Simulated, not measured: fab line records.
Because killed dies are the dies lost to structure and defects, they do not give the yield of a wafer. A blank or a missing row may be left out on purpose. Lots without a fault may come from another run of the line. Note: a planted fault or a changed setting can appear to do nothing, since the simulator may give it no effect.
A struck lot beside a sound one ; flow nand-harc ; 15 out of 1159 route steps
Sound: these wafers, L466.3, L466.4, L466.5. The struck wafers were L482.3, L482.5, L482.6. The cause comes at the end.
At each step with rows: each side's tool, then ch and its chambers, then its first start. Under that, the readings that differ: sound wafers ; struck wafers ; difference of the means ; sigmas: that difference in standard deviations of wafers without a fault.
alike: readings with means less than 2 such deviations apart, plus words and numbers identical on both sides. not compared: withheld readings, readings lacking a value on some wafer, bounds such as >300 that could conceal the same value, and numbers that have no deviation in the record and whose values overlap.
The two part at a step that has a row with sigmas, a row that says differs or no value, or rows on one side only. Numbers that have no deviation but don't overlap get no sigmas and don't part them. A reading that every wafer of one side lacks parts them only if that side has two wafers or more.

first, 4 steps without rows for these wafers: NHARC_A_CONTACT_EBR_04; NHARC_A_CONTACT_EXPOSE_05 (exposes mask A CC); NHARC_A_CONTACT_PEB_06 (peb time 65 s); NHARC_A_CONTACT_DEVELOP_07 (develop time 35 s).
NHARC_A_CONTACT_CD_MEAS_08: the cd target is 100 nm.
  sound on cd-sem-02 ch 0, day 17 10:22; struck on cd-sem-01 ch 0, day 22 11:13
  alike: cd-nm
NHARC_A_CONTACT_OVL_MEAS_09:
  struck on overlay-02, day 22 11:18; sound on overlay-02, day 17 10:26
reading;sound;struck;difference;sigmas
overlay-x-nm (nm);-2.2 -2.2 -2.3;2.1 1.3 2.0;+4.0;+4
  alike: overlay-y-nm
NHARC_A_CONTACT_INSPECT_10:
  struck on defect-inspect-02, day 22 11:20; sound on defect-inspect-02, day 17 10:29
reading;sound;struck;difference;sigmas
raw-defect-count;9 6 12;47 64 68;+51;+3
then, 1 step without rows for these wafers: NHARC_A_CONTACT_DESCUM_13 (chemistry O2, time 3 s).
NHARC_A_CONTACT_ETCH_88: etches the open film in CF4, target depth 39 nm, time 65 s.
  sound on rie-diel-13 ch 0,1, day 17 10:41; struck on rie-diel-13 ch 0,1,2, day 22 11:41
  alike: bias-w, cf4-flow-sccm, drypump-motor-current-A, oes-product-au, rf-fwd-power-W, rf-vpp-V, showerhead-plenum-p-Torr, throttle-valve-pct
  not compared: rf-hours-counter-h
NHARC_A_CONTACT_ETCH_89: etches the open film in N2/H2, target depth 260 nm, time 475.3 s.
  sound on rie-diel-13 ch 0,2; struck on rie-diel-13 ch 0,1,2
  alike: bias-w, chamber-pressure-mTorr, drypump-motor-current-A, oes-product-au, rf-fwd-power-W, rf-vpp-V, showerhead-plenum-p-Torr, throttle-valve-pct
  not compared: rf-hours-counter-h
NHARC_A_CONTACT_ETCH_30: etches the open film in CF4/CHF3, target depth 60.5 nm, time 30.2 s.
  sound on rie-diel-13 ch 0,2; struck on rie-diel-13 ch 0,1
reading;sound;struck;difference;sigmas
bias-w (W);200.9 201.5 199.9;199.7 198.9 199.8;-1.3;-2
  alike: cf4-flow-sccm, drypump-motor-current-A, oes-product-au, rf-fwd-power-W, rf-vpp-V, showerhead-plenum-p-Torr, throttle-valve-pct
  not compared: rf-hours-counter-h
NHARC_A_CONTACT_ETCH_31: etches the open film in O2/COS, target depth 2000 nm, time 520 s.
  sound on rie-diel-13 ch 0,1; struck on rie-diel-13 ch 1,2
  alike: bias-w, chamber-pressure-mTorr, drypump-motor-current-A, oes-product-au, rf-fwd-power-W, rf-vpp-V, showerhead-plenum-p-Torr, throttle-valve-pct
  not compared: rf-hours-counter-h
NHARC_A_CONTACT_ETCH_134: etches the open film in C4F8/O2/Ar, time 140 s, target depth 700 nm.
  sound on har-cap-etch-03 ch 0,1, day 17 11:38; struck on har-cap-etch-01 ch 0,1, day 22 13:16
  no value came back on the struck wafers for chamber-pressure-mTorr (mTorr), oes-air-line-au (a.u.); on the sound wafers chamber-pressure-mTorr (mTorr) reads 19.995 20.001 20.000
  not compared: rf-hours-counter-h
NHARC_A_CONTACT_ETCH_135: etches the open film in C4F8/O2/Ar, time 132 s, target depth 1287 nm.
  sound on har-cap-etch-03 ch 0,1, day 17 11:49; struck on har-cap-etch-01 ch 0,1, day 22 13:26
  alike: chamber-pressure-mTorr, oes-air-line-au
  not compared: rf-hours-counter-h
-- break in the record here, with 2 days between the starts of the struck wafers on either side (left off in module A_CONTACT, picked up again in module END, where the first step shown is number 1159 on the route) --
NHARC_END_SORT_01:
  here the record holds rows for the struck wafers (prober-02 ch 0, day 25 00:36) but none for the sound ones

WHERE THEY PART
First at NHARC_A_CONTACT_OVL_MEAS_09; last, within this record, at NHARC_END_SORT_01.

WHY: the cause the simulator had injected
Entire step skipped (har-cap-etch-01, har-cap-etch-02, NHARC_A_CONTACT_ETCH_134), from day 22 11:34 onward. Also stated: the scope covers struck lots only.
